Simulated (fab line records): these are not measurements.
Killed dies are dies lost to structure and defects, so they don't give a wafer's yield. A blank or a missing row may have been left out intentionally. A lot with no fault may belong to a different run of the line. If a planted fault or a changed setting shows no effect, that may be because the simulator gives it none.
Struck lot and sound lot, side by side | flow n5-finfet | 27 out of 1938 route steps
Sound: wafers L851.3, L851.4, L851.6. Struck: wafer L864.6; the same lot's L864.1 was not struck, so it is left out; see the end for the cause.
Each step with rows lists, per side, the tool, then ch with its chambers, then its first start. Under that, the readings that differ: sound wafers | struck wafers | difference of the means | sigmas: that difference in standard deviations of wafers without a fault.
alike: readings whose means differ by less than 2 such deviations, and words and numbers that are the same on both sides. not compared: withheld readings, readings that some wafer has no value for, bounds like >300 that may hide the same value, and numbers for which the record gives no deviation and whose values overlap.
A row with sigmas, a row that says differs or no value, or rows on one side alone: a step with any of these is where the two part. Numbers that don't overlap but have no deviation are shown without sigmas and don't part them. A reading that every wafer of one side lacks parts them only if that side has two wafers or more.

N5_BEOL_M9_SPUTTER_48: material Cu, target thk 12 nm, time 2 s.
  sound: pvd-sputter-02 at day 11 11:14; struck: pvd-sputter-03 at day 17 20:52
  alike: chuck-gas-flow-sccm, substrate-temp-c, throttle-valve-pct
then, 1 step without rows for these wafers: N5_BEOL_M9_ECD_50 (material Cu, target thk 318 nm).
N5_BEOL_M9_ANNEAL_51: time 90 s.
  sound on rtp-anneal-01 ch 0, day 11 11:40; struck on rtp-anneal-01 ch 0, day 17 21:05
  alike: wafer_temp_C_max
then, 1 step without rows for these wafers: N5_BEOL_M9_CMP_52 (polishes, stops on SiCOH lowk, t overpolish 7 s, target thk 140 nm).
N5_BEOL_M9_THK_MEAS_53: measures by xrf.
  sound: film-metro-02 at day 11 12:10; struck: film-metro-01 at day 17 21:41
  alike: M9_THK
then, 2 steps without rows for these wafers: N5_BEOL_M9_PRE_CLEAN_55 (time 15 s); N5_BEOL_M9_DEP_56 (deposits SiCN from 3MS/NH3, target thk 15 nm, time 26.5 s).
N5_BEOL_M9_RS_MEAS_57: measures by four-point-probe.
  sound: film-metro-01 at day 11 12:17; struck: film-metro-01 at day 17 21:49
  alike: M9_RS
N5_BEOL_M9_INSPECT_58: inspects for defects (darkfield).
  sound: defect-inspect-02 at day 11 12:19; struck: defect-inspect-02 at day 17 21:50
  alike: raw-defect-count
N5_BEOL_M10_ILD_DEP_00: deposits SiCOH lowk from DEMS/porogen, target thk 308.51 nm, time 58 s.
  sound on pecvd-04 ch 0,1, day 11 12:21; struck on pecvd-01 ch 0, day 17 21:53
  alike: heater-power-w, showerhead-plenum-p-Torr, throttle-valve-pct
N5_BEOL_M10_CURE_71: cures SiCOH lowk, time 240 s.
  sound on uv-cure-01 ch 2, day 11 12:35; struck on uv-cure-01 ch 2, day 17 21:58
  alike: lamp-power-pct, wafer_temp_C_max
N5_BEOL_M10_THK_MEAS_01:
  sound: film-metro-01 at day 11 12:57; struck: film-metro-02 at day 17 22:28
  alike: M10_ILD_THK
N5_BEOL_M10_PECVD_70: deposits SiO2 from TEOS/O2, target thk 20 nm, time 22.7 s.
  sound on pecvd-03 ch 0,1, day 11 12:59; struck on pecvd-01 ch 1, day 17 22:31
  alike: heater-power-w, showerhead-plenum-p-Torr, throttle-valve-pct
then, 9 steps without rows for these wafers: N5_BEOL_M10_HM_DEP_02 (deposits TiN, target thk 20 nm); N5_BEOL_M10_COAT_59 (time 60 s, resist thk 100 nm); N5_BEOL_M10_COAT_60 (time 60 s, resist thk 30 nm); N5_BEOL_M10_COAT_05 (resist thk 90 nm); N5_BEOL_M10_EBR_07; N5_BEOL_M10_SOFTBAKE_06 (time 60 s); N5_BEOL_M10_EXPOSE_08 (exposes mask M10); N5_BEOL_M10_PEB_09 (peb time 60 s); N5_BEOL_M10_DEVELOP_10 (develop time 30 s).
N5_BEOL_M10_CD_MEAS_11: the cd target is 64.1 nm.
  sound on cd-sem-01 ch 0, day 11 13:41; struck on cd-sem-02 ch 0, day 17 23:11
  alike: cd-nm
N5_BEOL_M10_OVL_MEAS_12:
  sound on overlay-02 ch 0, day 11 13:43; struck on overlay-02 ch 0, day 17 23:13
  alike: M10_OVL
N5_BEOL_M10_INSPECT_13: inspects for defects (brightfield).
  sound: defect-inspect-02 at day 11 13:44; struck: defect-inspect-02 at day 17 23:15
  reading          | sound       | struck | difference | sigmas
  raw-defect-count | 395 374 443 | 1711   | +1307      | +15
N5_BEOL_M10_DESCUM_16: chemistry O2, time 7.9 s.
  sound on rie-diel-03 ch 0,2, day 11 13:46; struck on rie-diel-03 ch 3, day 17 23:17
  alike: drypump-motor-current-A, oes-product-au, rf-vpp-V, showerhead-plenum-p-Torr, temp-c, throttle-valve-pct
  not compared: rf-hours-counter-h
-- here the record skips 3 days between the struck wafers' starts before and after, leaving off in module BEOL_M10 and picking up in module PASSIVATION (first step shown: number 1936 of the route) --
N5_PASSIVATION_PROBE_49:
  sound: prober-01 at day 13 17:05; struck: prober-01 at day 20 11:39
  reading                  | sound          | struck | difference | sigmas
  defect-limited-yield (%) | 88.6 90.8 91.8 | 80.9   | -9.5       | -6
  killed_at_M4_up          | 2 11 8         | 128    | +121       | +19
  killed-dies              | 135 109 97     | 225    | +111       | +6
  killed-on-rim            | 12 13 15       | 33     | +20        | +5
  sort_bin_5_function (%)  | 7.2 5.7 4.8    | 10.9   | +5.0       | +5
  sort-n-pass              | 1044 1071 1083 | 955    | -111       | -5
  sort-yield-pct (%)       | 88.5 90.8 91.8 | 80.9   | -9.5       | -6
  alike: killed_at_M0_to_M3, killed-at-contacts, killed-at-front-end, killed-at-other, killed-open, killed-short, sort_bin_4_leakage, sort_bin_6_memory

## WHERE THEY PART
Last at N5_PASSIVATION_PROBE_49 as far as this record goes, first at N5_BEOL_M10_INSPECT_13.

WHY: what had been put in by the simulator
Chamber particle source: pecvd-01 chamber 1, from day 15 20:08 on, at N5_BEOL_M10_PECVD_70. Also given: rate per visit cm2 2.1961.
